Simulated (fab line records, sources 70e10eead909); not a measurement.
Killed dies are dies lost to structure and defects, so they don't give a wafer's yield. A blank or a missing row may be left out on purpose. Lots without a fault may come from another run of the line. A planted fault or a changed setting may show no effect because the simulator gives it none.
A struck lot beside a sound one | flow nand_harc | 15 steps out of a route of 1159
Sound: wafers L190.1, L190.5, L190.6. Struck: wafers L197.4, L197.5, L197.6. The cause comes at the end.
At each step with rows: each side's tool, then ch and its chambers, then its first start. Under that, the readings that differ: sound wafers | struck wafers | difference of the means | sigmas: that difference in standard deviations of wafers without a fault.
alike: readings whose means differ by less than 2 such deviations, and words and numbers that are the same on both sides. not compared: withheld readings, readings that some wafer has no value for, bounds like >300 that may hide the same value, and numbers for which the record gives no deviation and whose values overlap.
The two part at a step that has a row with sigmas, a row that says differs or no value, or rows on one side only. Numbers that don't overlap but have no deviation are shown without sigmas and don't part them. A reading that every wafer of one side lacks parts them only if that side has two wafers or more.

NHARC_A_M0_DESCUM_14: chemistry O2, time 3 s.
  sound on rie_diel-05 ch 2,3, day 19 23:26; struck on rie_diel-10 ch 2,3, day 21 20:25
  reading                         | sound          | struck         | difference | sigmas
  drypump_motor_current_A (A)     | 5.0 5.0 6.1    | 6.6 6.1 6.6    | +1.1       | +2
  showerhead_plenum_p_Torr (Torr) | 1.81 1.81 2.01 | 2.04 1.91 2.04 | +0.12      | +2
  alike: oes_product_au, rf_vpp_V, throttle_valve_pct
  not compared: rf_hours_counter_h
NHARC_A_M0_ETCH_34: etches the open film in N2/H2, target depth 40 nm, overetch 12 nm, time 43.94 s.
  sound on rie_diel-05 ch 0,2,3, day 19 23:32; struck on rie_diel-10 ch 0,1, day 21 20:29
  alike: bias_w, drypump_motor_current_A, oes_product_au, rf_vpp_V, showerhead_plenum_p_Torr, throttle_valve_pct
  not compared: rf_hours_counter_h
then, 1 step without rows for these wafers: NHARC_A_M0_ETCH_15 (etches the open film in C4F8/Ar, target depth 150 nm, overetch 15 nm, time 82.5 s).
NHARC_A_M0_CD_MEAS_16:
  sound on cd_sem-01, day 19 23:44; struck on cd_sem-03, day 21 20:43
  alike: cd_nm
NHARC_A_M0_STRIP_18: strips in N2/H2.
  sound on rie_diel-05 ch 0,1,2, day 19 23:53; struck on rie_diel-04 ch 0,3, day 21 20:46
  alike: drypump_motor_current_A, oes_product_au, power_w, rf_vpp_V, showerhead_plenum_p_Torr, throttle_valve_pct
  not compared: rf_hours_counter_h
then, 1 step without rows for these wafers: NHARC_A_M0_STRIP_19 (strips in post etch residue remover, time 600 s).
NHARC_A_M0_DEGAS_28: time 60 s.
  sound on pvd_sputter-03, day 20 00:22; struck on pvd_sputter-03, day 21 21:20
  alike: heater_power_w
NHARC_A_M0_PRE_CLEAN_29: time 30 s.
  sound on pvd_sputter-03; struck on pvd_sputter-03
  alike: heater_power_w
then, 4 steps without rows for these wafers: NHARC_A_M0_PVD_20 (deposits TaN, target thk 5 nm, time 8.06 s); NHARC_A_M0_PVD_21 (deposits Cu, target thk 30 nm, time 20.49 s); NHARC_A_M0_ECD_22 (material Cu, target thk 400 nm); NHARC_A_M0_ANNEAL_30 (time 90 s).
NHARC_A_M0_CMP_23: polishes, t overpolish 20 s, target thk 113.75 nm.
  sound on cmp-01 ch 2,3, day 20 01:48; struck on cmp-04 ch 1,2, day 21 22:26
  no value came back on the struck wafers for edge_zone_pressure_frac, motor_current_A (A), slurry_flow_ml_min, time_to_endpoint_s (s); on the sound wafers edge_zone_pressure_frac reads 1.006 1.003 0.998
NHARC_A_M0_THK_MEAS_24: measures by xrf.
  sound on film_metro-01, day 20 02:07; struck on film_metro-01, day 21 22:53
  reading     | sound             | struck            | difference | sigmas
  thk_nm (nm) | 114.3 115.3 113.6 | 396.8 396.0 394.8 | +281.5     | +99 or more
  not compared: hold
NHARC_END_SORT_01:
  the record has rows for the sound wafers here (prober-01 ch 0, day 21 18:04) and none for the struck ones

WHERE THEY PART
First at NHARC_A_M0_DESCUM_14; last, within this record, at NHARC_END_SORT_01.

WHY: what the simulator had put in
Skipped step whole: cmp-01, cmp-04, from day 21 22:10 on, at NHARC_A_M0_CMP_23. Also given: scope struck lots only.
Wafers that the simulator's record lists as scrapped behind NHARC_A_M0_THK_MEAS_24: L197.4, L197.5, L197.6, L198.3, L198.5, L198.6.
